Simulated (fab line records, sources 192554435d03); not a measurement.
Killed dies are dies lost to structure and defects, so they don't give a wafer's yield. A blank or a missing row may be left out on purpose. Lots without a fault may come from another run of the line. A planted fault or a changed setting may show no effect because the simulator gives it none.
Chamber matching | flow n5_finfet | N5_STI_FIN_REVEAL_ALD_14 on ald_sin-04: 4 sister chambers
The step deposits Si3N4, target thk 3 nm. 14 wafers are shown with their chamber, then 7 later ones without.

WAFERS WITH THEIR CHAMBER
wafer  | chamber | heater_power_w (W)
L074.1 | 0       | 750
L074.3 | 2       | 921
L074.6 | 3       | 888
L075.1 | 1       | 959
L075.4 | 1       | 962
L075.5 | 3       | 870
L077.3 | 0       | 749
L077.4 | 1       | 946
L077.6 | 1       | 952
L078.1 | 1       | 959
L078.3 | 3       | 874
L078.5 | 2       | 922
L088.1 | 3       | 890
L088.3 | 1       | 990

SIGNATURES (means of the wafers above)
reading        | chamber 0 | chamber 1 | chamber 2 | chamber 3 | scatter within a chamber
heater_power_w | 749.50    | 961.33    | 921.50    | 880.50    | 12.1
Rule: a wafer's distance from a chamber is the root of the sum, over the readings, of the square of ((its reading less the chamber's mean) divided by the reading's scatter). The wafer belongs to the nearest chamber; if the next one is less than 2 further off, it can't be placed. The scatter: the root of (the sum of the squares of (reading less its chamber's mean) over the shown wafers, divided by (wafers less chambers)).

WAFERS WITHOUT THEIR CHAMBER
wafer  | heater_power_w (W)
L088.4 | 995
L089.3 | 934
L089.5 | 751
L089.6 | 970
L095.1 | 982
L095.2 | 894
L095.4 | 930

WHICH CHAMBER EACH WENT THROUGH
wafer  | from the rows above     | in truth
L088.4 | 1                       | 1
L089.3 | can't be placed: 2 or 1 | 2
L089.5 | 0                       | 0
L089.6 | 1                       | 1
L095.1 | 1                       | 1
L095.2 | can't be placed: 3 or 2 | 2
L095.4 | can't be placed: 2 or 1 | 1
Placed correctly: 4 of 7. Can't be placed from these rows: 3 (the true chamber is among the candidates in 3). Placed wrongly: 0.
